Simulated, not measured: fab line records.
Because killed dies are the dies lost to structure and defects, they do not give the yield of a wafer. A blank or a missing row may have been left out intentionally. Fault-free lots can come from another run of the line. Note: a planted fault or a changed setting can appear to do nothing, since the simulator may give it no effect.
Chamber matching || flow nandHarc || NHARC_A_CHANNEL_FILL_D2_ALD_16 on aldHk-04 has 4 sister chambers
The step deposits SiO2, target thk 1.5 nm, pulse time 10 s, ald cycles 15. 30 wafers are shown with their chamber, then 12 later ones without.

== WAFERS WITH THEIR CHAMBER ==
{"wafer": "L074.1", "chamber": 1, "heaterPowerW (W)": 432, "precursorPulseHeightRel": 0.990}
{"wafer": "L074.3", "chamber": 2, "heaterPowerW (W)": 474, "precursorPulseHeightRel": 1.002}
{"wafer": "L074.6", "chamber": 3, "heaterPowerW (W)": 535, "precursorPulseHeightRel": 1.038}
{"wafer": "L075.1", "chamber": 2, "heaterPowerW (W)": 470, "precursorPulseHeightRel": 1.022}
{"wafer": "L075.4", "chamber": 0, "heaterPowerW (W)": 459, "precursorPulseHeightRel": 0.997}
{"wafer": "L075.5", "chamber": 0, "heaterPowerW (W)": 461, "precursorPulseHeightRel": 0.991}
{"wafer": "L077.3", "chamber": 0, "heaterPowerW (W)": 463, "precursorPulseHeightRel": 1.017}
{"wafer": "L077.4", "chamber": 1, "heaterPowerW (W)": 436, "precursorPulseHeightRel": 0.985}
{"wafer": "L077.6", "chamber": 2, "heaterPowerW (W)": 479, "precursorPulseHeightRel": 0.995}
{"wafer": "L078.2", "chamber": 3, "heaterPowerW (W)": 535, "precursorPulseHeightRel": 0.954}
{"wafer": "L078.3", "chamber": 0, "heaterPowerW (W)": 471, "precursorPulseHeightRel": 0.993}
{"wafer": "L078.5", "chamber": 0, "heaterPowerW (W)": 463, "precursorPulseHeightRel": 1.005}
{"wafer": "L078.1", "chamber": 2, "heaterPowerW (W)": 478, "precursorPulseHeightRel": 1.021}
{"wafer": "L078.4", "chamber": 1, "heaterPowerW (W)": 449, "precursorPulseHeightRel": 1.019}
{"wafer": "L078.6", "chamber": 1, "heaterPowerW (W)": 449, "precursorPulseHeightRel": 0.979}
{"wafer": "L079.1", "chamber": 3, "heaterPowerW (W)": 529, "precursorPulseHeightRel": 0.998}
{"wafer": "L079.3", "chamber": 0, "heaterPowerW (W)": 475, "precursorPulseHeightRel": 1.002}
{"wafer": "L079.6", "chamber": 3, "heaterPowerW (W)": 546, "precursorPulseHeightRel": 1.017}
{"wafer": "L082.3", "chamber": 0, "heaterPowerW (W)": 470, "precursorPulseHeightRel": 1.006}
{"wafer": "L082.4", "chamber": 2, "heaterPowerW (W)": 483, "precursorPulseHeightRel": 1.019}
{"wafer": "L082.6", "chamber": 3, "heaterPowerW (W)": 547, "precursorPulseHeightRel": 1.000}
{"wafer": "L082.1", "chamber": 3, "heaterPowerW (W)": 544, "precursorPulseHeightRel": 0.988}
{"wafer": "L082.2", "chamber": 1, "heaterPowerW (W)": 447, "precursorPulseHeightRel": 1.006}
{"wafer": "L082.5", "chamber": 2, "heaterPowerW (W)": 460, "precursorPulseHeightRel": 1.001}
{"wafer": "L089.1", "chamber": 0, "heaterPowerW (W)": 468, "precursorPulseHeightRel": 0.974}
{"wafer": "L089.4", "chamber": 1, "heaterPowerW (W)": 456, "precursorPulseHeightRel": 0.997}
{"wafer": "L089.6", "chamber": 2, "heaterPowerW (W)": 462, "precursorPulseHeightRel": 0.982}
{"wafer": "L090.1", "chamber": 3, "heaterPowerW (W)": 587, "precursorPulseHeightRel": 1.000}
{"wafer": "L090.5", "chamber": 2, "heaterPowerW (W)": 476, "precursorPulseHeightRel": 1.018}
{"wafer": "L090.6", "chamber": 3, "heaterPowerW (W)": 594, "precursorPulseHeightRel": 0.996}

SIGNATURES, as means of the wafers listed above
{"reading": "heaterPowerW", "chamber 0": 466.25, "chamber 1": 444.83, "chamber 2": 472.75, "chamber 3": 552.12, "scatter within a chamber": 14.3}
{"reading": "precursorPulseHeightRel", "chamber 0": 0.99812, "chamber 1": 0.99600, "chamber 2": 1.00750, "chamber 3": 0.99887, "scatter within a chamber": 0.0172}
Rule: distance of a wafer from a chamber = root of the sum over the readings of ((wafer's reading minus chamber's mean) / reading's scatter) squared. The wafer belongs to the nearest chamber; if the next one is less than 2 further off, it can't be placed. How the scatter is found: for the shown wafers, subtract from each reading the mean of its chamber, square and add these, divide the total by (wafers less chambers), then take the root.

== WAFERS WITH NO CHAMBER GIVEN ==
{"wafer": "L093.3", "heaterPowerW (W)": 470, "precursorPulseHeightRel": 0.992}
{"wafer": "L093.4", "heaterPowerW (W)": 480, "precursorPulseHeightRel": 0.988}
{"wafer": "L093.6", "heaterPowerW (W)": 586, "precursorPulseHeightRel": 1.004}
{"wafer": "L093.1", "heaterPowerW (W)": 583, "precursorPulseHeightRel": 1.004}
{"wafer": "L093.2", "heaterPowerW (W)": 446, "precursorPulseHeightRel": 1.005}
{"wafer": "L093.5", "heaterPowerW (W)": 476, "precursorPulseHeightRel": 1.007}
{"wafer": "L092.4", "heaterPowerW (W)": 469, "precursorPulseHeightRel": 0.977}
{"wafer": "L092.5", "heaterPowerW (W)": 474, "precursorPulseHeightRel": 1.005}
{"wafer": "L092.6", "heaterPowerW (W)": 449, "precursorPulseHeightRel": 0.978}
{"wafer": "L097.2", "heaterPowerW (W)": 474, "precursorPulseHeightRel": 0.960}
{"wafer": "L097.4", "heaterPowerW (W)": 470, "precursorPulseHeightRel": 0.956}
{"wafer": "L097.5", "heaterPowerW (W)": 487, "precursorPulseHeightRel": 1.013}

== WHICH CHAMBER EACH WENT THROUGH ==
{"wafer": "L093.3", "from the rows above": "can't be placed: 0 or 2 or 1", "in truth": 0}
{"wafer": "L093.4", "from the rows above": "can't be placed: 0 or 2 or 1", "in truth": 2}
{"wafer": "L093.6", "from the rows above": 3, "in truth": 3}
{"wafer": "L093.1", "from the rows above": 3, "in truth": 3}
{"wafer": "L093.2", "from the rows above": "can't be placed: 1 or 0 or 2", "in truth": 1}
{"wafer": "L093.5", "from the rows above": "can't be placed: 2 or 0", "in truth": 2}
{"wafer": "L092.4", "from the rows above": "can't be placed: 0 or 2 or 1", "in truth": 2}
{"wafer": "L092.5", "from the rows above": "can't be placed: 2 or 0 or 1", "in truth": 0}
{"wafer": "L092.6", "from the rows above": "can't be placed: 1 or 0 or 2", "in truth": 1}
{"wafer": "L097.2", "from the rows above": "can't be placed: 0 or 2 or 1", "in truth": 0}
{"wafer": "L097.4", "from the rows above": "can't be placed: 0 or 1 or 2", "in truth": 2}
{"wafer": "L097.5", "from the rows above": "can't be placed: 2 or 0", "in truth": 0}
Correct placement for 2 of the 12. Can't be placed from these rows: 10 (the true chamber is among the candidates in 10). Placed wrongly: 0.
